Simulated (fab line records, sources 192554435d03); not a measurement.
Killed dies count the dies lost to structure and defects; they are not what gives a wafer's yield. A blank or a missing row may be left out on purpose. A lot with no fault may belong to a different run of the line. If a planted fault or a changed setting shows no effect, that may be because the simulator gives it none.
Chamber matching    flow n5-finfet    rie-si-01 running N5_BEOL_M0_SAQP_ETCH_102: 4 sister chambers
The step etches SiO2 in CF4, target depth 4 nm, time 4.4 s. 20 wafers are shown with their chamber, then 10 later ones without.

WAFERS PAIRED WITH THEIR CHAMBERS
wafer   chamber  throttle-valve-pct (%)  oes-product-au (a.u.)  rf-fwd-power-W (W)
L078.2  1        21.79                   1.000                  789
L078.4  3        21.52                   0.997                  789
L078.5  1        21.78                   1.002                  788
L080.1  1        21.79                   0.991                  786
L080.2  3        21.51                   0.999                  786
L080.6  3        21.51                   0.990                  788
L082.2  3        21.53                   0.996                  794
L082.3  1        21.80                   1.008                  782
L082.4  0        21.93                   1.002                  785
L085.4  1        21.80                   0.997                  787
L085.5  0        21.94                   0.995                  788
L085.6  1        21.81                   1.006                  785
L086.1  3        21.52                   0.989                  794
L086.4  2        21.86                   1.009                  787
L086.5  3        21.52                   0.988                  795
L087.1  0        21.91                   0.993                  786
L087.3  1        21.79                   1.008                  784
L087.6  3        21.51                   0.989                  789
L089.1  3        21.52                   0.995                  792
L089.4  0        21.91                   0.995                  788

SIGNATURES (means of the wafers above)
reading             chamber 0  chamber 1  chamber 2  chamber 3  scatter within a chamber
throttle-valve-pct  21.9225    21.7943    21.8600    21.5175    0.00999
oes-product-au      0.99625    1.00171    1.00900    0.99287    0.00509
rf-fwd-power-W      786.75     785.86     787.00     790.88     2.72
Rule: for each reading, subtract the chamber's mean from the wafer's reading, divide by that reading's scatter and square the result; add these up over the readings and take the root, which gives the wafer's distance from the chamber. The wafer belongs to the nearest chamber; if the next one is less than 2 further off, it can't be placed. The scatter: the root of (the sum of the squares of (reading less its chamber's mean) over the shown wafers, divided by (wafers less chambers)).

WAFERS WHOSE CHAMBER IS MISSING
wafer   throttle-valve-pct (%)  oes-product-au (a.u.)  rf-fwd-power-W (W)
L089.6  21.86                   1.000                  785
L090.2  21.85                   1.014                  784
L090.3  21.91                   0.990                  788
L090.4  21.80                   0.994                  788
L091.4  21.52                   0.990                  789
L091.5  21.77                   1.003                  786
L091.6  21.85                   1.004                  783
L093.2  21.81                   1.007                  784
L093.4  21.91                   0.997                  786
L093.5  21.53                   1.001                  791

CHAMBER TAKEN BY EACH
wafer   from the rows above  in truth
L089.6  2                    2
L090.2  2                    2
L090.3  0                    0
L090.4  1                    1
L091.4  3                    3
L091.5  1                    1
L091.6  2                    2
L093.2  1                    1
L093.4  0                    0
L093.5  3                    3
10 of 10 placed correctly. Number that these rows cannot place: 0. Wrongly placed: 0.
